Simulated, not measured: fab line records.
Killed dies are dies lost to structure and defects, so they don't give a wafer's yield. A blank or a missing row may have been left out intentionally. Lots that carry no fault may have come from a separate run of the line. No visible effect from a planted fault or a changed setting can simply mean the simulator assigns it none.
8D (eight disciplines) problem report, filled in by code :: flow n5 finfet :: the parts of the form that need people (team, actions taken, sign-off) are left out

1. WHAT WENT WRONG
killed at other at N5_PASSIVATION_PROBE_49 reads a mean of 1085.7 on 3 wafers of 3 lots; wafers without a fault read 3.1 with a standard deviation of 2.9. So: +99 or more standard deviations from the usual mean.
Seen first at day 14 02:13 on prober-01, wafer L776.3. The record has a number at this step for 29 wafers belonging to 10 lots. The rule behind "out" and "out of limits": a value lying over 4 standard deviations away from the usual mean. The other wafers with a number count as sound.

2. WHAT IT IS, AND WHAT IT ISN'T
question: which readings at this step
is: killed at other, defect limited yield, killed dies, killed on rim, sort_bin_5_function, sort n pass
is not: killed_at_M0_to_M3, killed_at_M4_up, killed at front end, killed open, killed short, sort_bin_6_memory, sort_bin_8_speed

question: which lots
is: L776, L778, L782
is not: L768, L769, L770, L786, L789, L790, L791

question: which wafers of those lots
is: L776.3, L778.3, L782.5
is not: L776.2, L776.6, L778.1, L782.1, L782.4

question: read on which tools
is: prober-01, prober-02
is not: -

question: when
is: from day 14 02:13
is not: up to then (10 sound wafers); but 16 sound wafers of L776, L778, L782, L786, L789, L790, L791 came after

3. WHAT RULES OUT EACH SUSPECT
Counting: a tool at a process step up to the reading stays a suspect if it ran every lot that is out. Sound lots after the first of them don't rule it out here, since some wafers of a struck lot are sound.
- rie diel-06 at N5_PASSIVATION_DESCUM_46 (chemistry O2, time 7.9 s): kept. It processed each lot that is out (first: L776, day 13 23:04); up to then, its last sound lot is L770 (day 12 10:26).
- rie diel-06 at N5_PASSIVATION_ETCH_54 (etches SiO2 in CHF3/O2, target depth 880 nm, time 440 s): kept. It processed each lot that is out (first: L776, day 13 23:20); up to then, its last sound lot is L770 (day 12 10:41).
The count leaves rie diel-06 at N5_PASSIVATION_ETCH_54 and rie diel-06 at N5_PASSIVATION_DESCUM_46.

4. THE CAUSE (what the simulator had put in)
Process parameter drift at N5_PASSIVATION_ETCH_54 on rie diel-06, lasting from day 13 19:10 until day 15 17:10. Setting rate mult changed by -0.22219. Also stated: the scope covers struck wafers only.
2 suspects survive the count, and this tool is in that group.

5. SEQUENCE OF EFFECTS, ordered by route
One row per reading whose mean, taken over the struck wafers that have a number, lies over 3 standard deviations from the usual. Only readings for which the record gives a usual standard deviation are gone through. hours: the time from each lot's start at the first step in this table that gives one to its start at this step, as a median over the lots. sigmas: the change in usual standard deviations.
hours: 0
step: N5_PASSIVATION_PROBE_49
reading: defect limited yield
usual: 91.4 %
on struck wafers: 0.0
change: -91.4
sigmas: -65

hours: 0
step: N5_PASSIVATION_PROBE_49
reading: killed at other
usual: 3.1
on struck wafers: 1085.7
change: +1082.6
sigmas: +99 or more

hours: 0
step: N5_PASSIVATION_PROBE_49
reading: killed dies
usual: 102
on struck wafers: 1180
change: +1078
sigmas: +67

hours: 0
step: N5_PASSIVATION_PROBE_49
reading: killed on rim
usual: 13
on struck wafers: 152
change: +139
sigmas: +33

hours: 0
step: N5_PASSIVATION_PROBE_49
reading: sort_bin_5_function
usual: 5.1 %
on struck wafers: 96.6
change: +91.5
sigmas: +99 or more

hours: 0
step: N5_PASSIVATION_PROBE_49
reading: sort n pass
usual: 1078
on struck wafers: 0
change: -1078
sigmas: -67
The process steps in it:
- N5_PASSIVATION_PROBE_49

6. WHAT WOULD HAVE CAUGHT IT SOONER
First out-of-limits reading in this record: day 14 02:13, which is 7 hours after fault onset at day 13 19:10.
No tool reading at N5_PASSIVATION_ETCH_54 that has a usual standard deviation in the record was out on any struck wafer, so an alarm limit of 4 standard deviations on those readings would not have fired.
Lots out: 3; of these, L778, L782 started N5_PASSIVATION_ETCH_54 on rie diel-06 after day 14 02:13. A hold on the tool at that time would have spared those 2.
